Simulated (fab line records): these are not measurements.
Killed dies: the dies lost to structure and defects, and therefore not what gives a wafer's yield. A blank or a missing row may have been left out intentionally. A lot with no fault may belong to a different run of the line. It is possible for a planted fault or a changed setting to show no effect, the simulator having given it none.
What tool caused it?	flow nand_harc	42 wafers from 14 lots sampled at 4 of the route's 1302 steps

== WHAT THE GAUGES SHOWED, per wafer ==
The record lacks any reading of a measuring or inspecting step that a usual standard deviation could be used to judge.

== WHAT TOOL EACH LOT RAN ON (gives the tool, then ch and the chambers of the sampled wafers, and finally the start) ==
lot	NHARC_A_BLC_ALD_23	NHARC_A_M0_PRE_CLEAN_29	NHARC_A_M0_PVD_20	NHARC_A_M0_DEP_32
L806	ald_metal-02 ch 0,2,3, day 22 12:34	pvd_sputter-03, day 22 17:29 or earlier	pvd_sputter-03, day 22 17:29 or earlier	pecvd-03 ch 0,2, day 22 17:29
L808	ald_metal-04 ch 0,3, day 23 15:08	pvd_sputter-03, day 23 20:02 or earlier	pvd_sputter-03, day 23 20:02 or earlier	pecvd-04 ch 1,2, day 23 20:02
L809	ald_metal-04 ch 0,3, day 23 21:39	pvd_sputter-03, day 24 03:05 or earlier	pvd_sputter-03, day 24 03:05 or earlier	pecvd-01 ch 0,2, day 24 03:05
L807	ald_metal-04 ch 0,1,2, day 24 02:41	pvd_sputter-01, day 24 07:50 or earlier	pvd_sputter-01, day 24 07:50 or earlier	pecvd-04 ch 0,2, day 24 07:50
L813	ald_metal-02 ch 0,1,3, day 26 01:49	pvd_sputter-03, day 26 06:38 or earlier	pvd_sputter-03, day 26 06:38 or earlier	pecvd-03 ch 0,1, day 26 06:38
L812	ald_metal-04 ch 0,2,3, day 26 05:38	pvd_sputter-02, day 26 10:23 or earlier	pvd_sputter-02, day 26 10:23 or earlier	pecvd-01 ch 1,2, day 26 10:23
L814	ald_metal-04 ch 0,1,3, day 26 14:32	pvd_sputter-02, day 26 19:23 or earlier	pvd_sputter-02, day 26 19:23 or earlier	pecvd-04 ch 0,1,2, day 26 19:23
L817	ald_metal-04 ch 0,2,3, day 27 18:07	pvd_sputter-03, day 27 23:47 or earlier	pvd_sputter-03, day 27 23:47 or earlier	pecvd-01 ch 0,1, day 27 23:47
L818	ald_metal-04 ch 2,3, day 27 23:38	pvd_sputter-03, day 28 04:32 or earlier	pvd_sputter-03, day 28 04:32 or earlier	pecvd-03 ch 0,1,2, day 28 04:32
L824	ald_metal-03 ch 2,3, day 30 20:14	pvd_sputter-02, day 31 01:12 or earlier	pvd_sputter-02, day 31 01:12 or earlier	pecvd-04 ch 0,1, day 31 01:12
L826	ald_metal-02 ch 0,1,3, day 31 01:53	pvd_sputter-02, day 31 07:07 or earlier	pvd_sputter-02, day 31 07:07 or earlier	pecvd-01 ch 0,1, day 31 07:07
L825	ald_metal-04 ch 0,2,3, day 31 03:32	pvd_sputter-01, day 31 08:16 or earlier	pvd_sputter-01, day 31 08:16 or earlier	pecvd-04 ch 1,2, day 31 08:16
L827	ald_metal-02 ch 0,2,3, day 31 14:21	pvd_sputter-01, day 31 19:32 or earlier	pvd_sputter-01, day 31 19:32 or earlier	pecvd-04 ch 0,1,2, day 31 19:32
L828	ald_metal-04 ch 0,1,2, day 32 09:31	pvd_sputter-01, day 32 14:16 or earlier	pvd_sputter-01, day 32 14:16 or earlier	pecvd-03 ch 1,2, day 32 14:16
- NHARC_A_BLC_ALD_23: deposits TiN, target thk 3 nm, pulse time 1 s, ald cycles 150.
- NHARC_A_M0_PRE_CLEAN_29: time 30 s.
- NHARC_A_M0_PVD_20: deposits TaN, target thk 5 nm, time 8.06 s.
- NHARC_A_M0_DEP_32: deposits SiCN, target thk 30 nm.

== WHAT THE TOOLS THEMSELVES READ (means of the sampled wafers that have a number; where no wafer has one, the mark that the record gives instead) ==
NHARC_A_BLC_ALD_23.
lot	tool	heater_power_w (W)	precursor_pulse_height_rel
L806	ald_metal-02	1142	0.994
L808	ald_metal-04	1188	1.007
L809	ald_metal-04	1174	1.005
L807	ald_metal-04	1079	1.011
L813	ald_metal-02	1156	1.002
L812	ald_metal-04	1105	0.999
L814	ald_metal-04	1143	1.004
L817	ald_metal-04	1082	1.007
L818	ald_metal-04	1000	0.999
L824	ald_metal-03	1074	1.003
L826	ald_metal-02	1139	1.002
L825	ald_metal-04	1057	1.009
L827	ald_metal-02	1168	1.009
L828	ald_metal-04	1061	0.994

NHARC_A_M0_PRE_CLEAN_29.
lot	tool	heater_power_w (W)
L806	pvd_sputter-03	421
L808	pvd_sputter-03	413
L809	pvd_sputter-03	405
L807	pvd_sputter-01	440
L813	pvd_sputter-03	429
L812	pvd_sputter-02	409
L814	pvd_sputter-02	414
L817	pvd_sputter-03	425
L818	pvd_sputter-03	427
L824	pvd_sputter-02	414
L826	pvd_sputter-02	421
L825	pvd_sputter-01	483
L827	pvd_sputter-01	450
L828	pvd_sputter-01	463

NHARC_A_M0_PVD_20.
lot	tool	chamber_pressure_pa (Pa)	throttle_valve_pct (%)
L806	pvd_sputter-03	0.11984	29.8
L808	pvd_sputter-03	0.11959	29.5
L809	pvd_sputter-03	0.12022	29.4
L807	pvd_sputter-01	0.11980	29.3
L813	pvd_sputter-03	0.11996	29.5
L812	pvd_sputter-02	0.11992	31.3
L814	pvd_sputter-02	0.12008	29.9
L817	pvd_sputter-03	0.12011	29.3
L818	pvd_sputter-03	0.12008	30.7
L824	pvd_sputter-02	0.11988	30.6
L826	pvd_sputter-02	0.11982	30.7
L825	pvd_sputter-01	0.12001	29.0
L827	pvd_sputter-01	0.12011	29.1
L828	pvd_sputter-01	0.12030	28.8

NHARC_A_M0_DEP_32.
lot	tool	chamber_pressure_Torr (Torr)	heater_power_outer_w (W)	heater_power_w (W)
L806	pecvd-03	2.998	295	527
L808	pecvd-04	3.006	326	593
L809	pecvd-01	3.001	278	527
L807	pecvd-04	2.998	364	646
L813	pecvd-03	3.004	321	567
L812	pecvd-01	2.998	280	557
L814	pecvd-04	3.003	397	681
L817	pecvd-01	3.008	356	628
L818	pecvd-03	3.000	344	594
L824	pecvd-04	-	-	-
L826	pecvd-01	3.003	345	616
L825	pecvd-04	-	-	-
L827	pecvd-04	2.998	377	678
L828	pecvd-03	3.001	343	590

== THE ANSWER, worked out from the rows above alone ==
Rule: usual is defined by the lots themselves. The widest of any qualifying gaps counts: lots, ordered by their means at a reading, are off when they make up no more than a third of the lots, leave a main group of 4 or more, and stand apart from it by 3 or more times the standard deviation of that group's means. If all means in a main group match to the digits the tables above print for the reading, that group is not used. Also off: a lot with no number at a reading for which 4 or more lots have one. The other lots that the step has rows for count as sound. The gauges are gone through in route order, then the tools' own readings, and for those a lot's mean is taken as printed above. The first step at which some lot is off is used, and at that step the reading that is off furthest; a lot without a number counts as furthest.
Off, at NHARC_A_M0_DEP_32 on chamber_pressure_Torr: L824, L825. Without a number there: L824, L825. Mean 3.002 Torr and standard deviation 0.0032 in the main group.
A tool fits if, at that step or a process step before it, it ran every lot that is off, and no sound lot after the first of them. With no start given for some of its lots, NHARC_A_M0_PRE_CLEAN_29 uses the hours and lot order of NHARC_A_M0_DEP_32. With no start given for some of its lots, NHARC_A_M0_PVD_20 uses the hours and lot order of NHARC_A_M0_DEP_32. Of those tried, none fits.

== WHAT THE SIMULATOR HAD INSERTED ==
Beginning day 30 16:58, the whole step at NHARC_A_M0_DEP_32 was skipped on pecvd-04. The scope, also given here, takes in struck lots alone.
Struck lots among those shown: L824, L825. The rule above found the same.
